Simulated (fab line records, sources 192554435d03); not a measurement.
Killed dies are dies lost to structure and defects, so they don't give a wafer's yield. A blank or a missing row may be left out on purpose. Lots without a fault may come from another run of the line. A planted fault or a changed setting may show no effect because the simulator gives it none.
One fault seen from 2 desks | flow n5_finfet | each desk has only its own numbers; what lay behind them comes last

THE TOOL OWNER'S DESK: pecvd-02
The tool's own readings at N5_BEOL_M14_DEP_53 (deposits SiCN from 3MS/NH3, target thk 50 nm, time 17.8 s): means of the sampled wafers that have a number, for each lot that ran on this tool. A lot is out of limits, marked OUT, if its mean lies more than 4 standard deviations from the usual mean; the brackets give that distance.
Columns: A = showerhead_plenum_p_Torr at N5_BEOL_M14_DEP_53, usual 4.16 Torr; B = throttle_valve_pct at N5_BEOL_M14_DEP_53, usual 18.4 %
lot  | first seen here | A    | B
L734 | day 14 15:40    | 4.17 | 18.5
L740 | day 16 16:15    | 4.17 | 18.4
L742 | day 16 23:08    | 4.17 | 18.4
L750 | day 19 01:49    | 4.16 | 18.0
This desk's finding: nothing out of limits on any of the 4 lots.

THE METROLOGY DESK
What the gauges read, lot by lot, whatever tool the lot ran on: means of the sampled wafers that have a number. A lot is out of limits, marked OUT, if its mean lies more than 4 standard deviations from the usual mean; the brackets give that distance.
Columns: A = M14_THK at N5_BEOL_M14_THK_MEAS_50, usual 576 nm; B = M14_RS at N5_BEOL_M14_RS_MEAS_54, usual 0.0332 ohm/sq
lot  | first seen here | A   | B
L731 | day 12 05:46    | 570 | 0.0335
L734 | day 14 15:36    | 569 | 0.0333
L740 | day 16 16:11    | 585 | 0.0325
L742 | day 16 23:05    | 563 | 0.0334
L749 | day 18 18:19    | 596 | 0.0329
L750 | day 19 01:45    | 586 | 0.0327
This desk's finding: nothing out of limits on any of the 6 lots.

PUT TOGETHER
The tool owner's desk saw nothing out of limits.
The metrology desk saw nothing out of limits.

WHAT THE SIMULATOR HAD PUT IN
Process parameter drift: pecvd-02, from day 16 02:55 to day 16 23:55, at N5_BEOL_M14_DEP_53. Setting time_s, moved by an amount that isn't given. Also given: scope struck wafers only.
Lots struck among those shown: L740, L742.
